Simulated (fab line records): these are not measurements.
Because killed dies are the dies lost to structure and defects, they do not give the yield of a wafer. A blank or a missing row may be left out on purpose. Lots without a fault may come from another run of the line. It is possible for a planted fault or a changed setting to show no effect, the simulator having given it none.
Code-filled problem report in 8D (eight disciplines) form :: flow nand_harc :: the parts of the form that need people (team, actions taken, sign-off) are left out

## 1. THE ISSUE
Mean of killed_at_array at NHARC_END_SORT_01: 102 across 2 wafers in 2 lots; on wafers with no fault it is 28 (standard deviation 11). Measured from the usual mean, that is +6.7 standard deviations.
Seen first at day 26 08:29 on prober-02, wafer L800.4. At this step, 6 wafers from 2 lots have a number in the record. Rule for "out" (also "out of limits"): further than 4 standard deviations from the usual mean. The other wafers with a number count as sound.

## 2. WHAT IT IS, AND WHAT IT ISN'T
question: which readings at this step
is: killed_at_array, killed_dies
is not: killed_at_other, killed_at_periphery, killed_open, killed_short

question: which lots
is: L800, L801
is not: -

question: which wafers of those lots
is: L800.4, L801.2
is not: L800.1, L800.3, L801.5, L801.6

question: read on which gauges
is: prober-02
is not: -

question: when
is: from day 26 08:29
is not: up to then (2 sound wafers); but 2 sound wafers of L801 came after

## 3. THE SUSPECTS, EACH WITH WHAT RULES IT OUT
Counting: any tool at a process step up to the reading remains a suspect provided it ran every lot that is out. Sound lots after the first of them don't rule it out here, since some wafers of a struck lot are sound.
- the gauge at NHARC_END_SORT_01: kept. All the wafers that are out were read on prober-02, and no step on other tools shows them out.
- rie_diel-11 at NHARC_A_STAIRCASE_ETCHBACK_157 (etches the open film in CH3F/O2, target depth 90 nm, time 167.14 s): kept. It ran every lot that is out, first L800 (day 18 00:46).
- cmp-03 at NHARC_THIN_TSV_CMP_01 (polishes): kept. It ran every lot that is out, first L800 (day 25 10:35).
- pecvd-02 at NHARC_THIN_TSV_DEP_43 (deposits SiO2, target thk 1328.5 nm): kept. It ran every lot that is out, first L800 (day 25 11:08).
- Within rie_diel-11 at NHARC_A_STAIRCASE_ETCHBACK_157: the wafers that are out ran in chamber 0; their sound lot-mates ran in chambers 2, 3.
Left after counting: rie_diel-11 at NHARC_A_STAIRCASE_ETCHBACK_157, cmp-03 at NHARC_THIN_TSV_CMP_01, pecvd-02 at NHARC_THIN_TSV_DEP_43, prober-02 at NHARC_END_SORT_01.

## 4. THE CAUSE (what the simulator had put in)
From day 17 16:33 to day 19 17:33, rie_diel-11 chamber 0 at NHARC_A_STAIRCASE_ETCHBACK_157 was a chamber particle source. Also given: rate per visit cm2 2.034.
4 suspects survive the count, and this tool is in that group.

## 5. THE EFFECT CHAIN, in route order
Rows list readings where the struck wafers' mean (over those with a number) sits beyond 3 standard deviations from the usual. Only readings for which the record gives a usual standard deviation are gone through. hours: the time from each lot's start at the first step in this table that gives one to its start at this step, as a median over the lots. sigmas: the change in usual standard deviations.
hours: 0
step: NHARC_END_SORT_01
reading: killed_at_array
usual: 28
on struck wafers: 102
change: +74
sigmas: +6.7

hours: 0
step: NHARC_END_SORT_01
reading: killed_dies
usual: 31
on struck wafers: 103
change: +72
sigmas: +6.5

## 6. WHAT WOULD HAVE CAUGHT IT SOONER
208 hours passed between the start of the fault at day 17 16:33 and the first reading out of limits at a measuring or inspecting step in this record, taken at day 26 08:29.
Of the tool readings at NHARC_A_STAIRCASE_ETCHBACK_157 for which the record gives a usual standard deviation, none was out on any struck wafer, so an alarm limit of 4 standard deviations on them would not have fired.
All the lots that are out (2) had begun NHARC_A_STAIRCASE_ETCHBACK_157 on rie_diel-11 by day 26 08:29. None of them would have been spared by holding the tool at that moment.
